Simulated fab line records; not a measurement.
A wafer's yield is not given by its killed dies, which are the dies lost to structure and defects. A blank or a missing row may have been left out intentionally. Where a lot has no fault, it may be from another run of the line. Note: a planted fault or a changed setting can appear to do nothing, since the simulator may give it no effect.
8D (eight disciplines) problem report, filled in by code ; flow n5 finfet ; the parts of the form that need people (team, actions taken, sign-off) are left out

1. WHAT IS WRONG
Mean of exposure dose mJ cm2 at N5_BEOL_M15_EXPOSE_07: 40.07 across 6 wafers in 2 lots; on wafers with no fault it is 41.24 (standard deviation 0.043). Relative to the usual mean, that is a shift of -27 standard deviations.
The step: exposes mask V14.
The first sign was on wafer L956.1 at day 13 20:20, on krf scanner-02. The record has a number at this step for 33 wafers belonging to 11 lots. The rule behind "out" and "out of limits": a value lying over 4 standard deviations away from the usual mean. All remaining wafers that have a number are taken as sound.

2. WHAT IT IS AND WHAT IT IS NOT
question;is;is not
which readings at this step;exposure dose mJ cm2;-
which lots;L956, L958;L944, L946, L947, L948, L950, L951, L963, L964, L965
which wafers of those lots;all that have a number;-
read on which tools;krf scanner-02;krf scanner-01
when;from day 13 20:20;"up to then (18 sound wafers); but 9 sound wafers of L963, L964, L965 came after"

3. THE SUSPECTS, EACH WITH WHAT RULES IT OUT
Counting: a tool at a process step up to the reading stays a suspect if it ran every lot that is out and no sound lot after the first of them.
- pvd sputter-03 at N5_BEOL_M14_SPUTTER_43 (material TaN, target thk 15 nm, time 24.19 s): ruled out as a lasting fault. Sound lots L964 ran on it after its first lot that is out, L956 (day 13 17:13).
- krf scanner-02 at N5_BEOL_M15_EXPOSE_07 (exposes mask V14): kept. All lots that are out passed through it, beginning with L956 at day 13 20:20, and no sound lot followed; its final sound lot before that point was L951 at day 12 16:58. Out on those wafers are its own readings of exposure dose mJ cm2.
After counting, what remains is krf scanner-02 at N5_BEOL_M15_EXPOSE_07.

4. THE CAUSE (what the simulator had put in)
Process parameter drift: krf scanner-02, from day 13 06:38 on, at N5_BEOL_M15_EXPOSE_07. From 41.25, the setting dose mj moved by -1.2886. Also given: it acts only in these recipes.
Only this tool survived the counting.

5. SEQUENCE OF EFFECTS, ordered by route
Rows list readings where the struck wafers' mean (over those with a number) sits beyond 3 standard deviations from the usual. Scope: only readings with a usual standard deviation given in the record; hours: median across lots of the time from each lot's start at the first step in this table that gives one to its start at this step; sigmas: change in usual standard deviations.
hours;step;reading;usual;on struck wafers;change;sigmas
0;N5_BEOL_M15_EXPOSE_07;exposure dose mJ cm2;41.24;40.07;-1.17;-27
It contains these process steps:
- N5_BEOL_M15_EXPOSE_07: exposes mask V14.

6. WHAT WOULD HAVE CAUGHT IT SOONER
In this record the first reading out of limits was taken at day 13 20:20, 14 hours after the fault began at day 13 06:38.
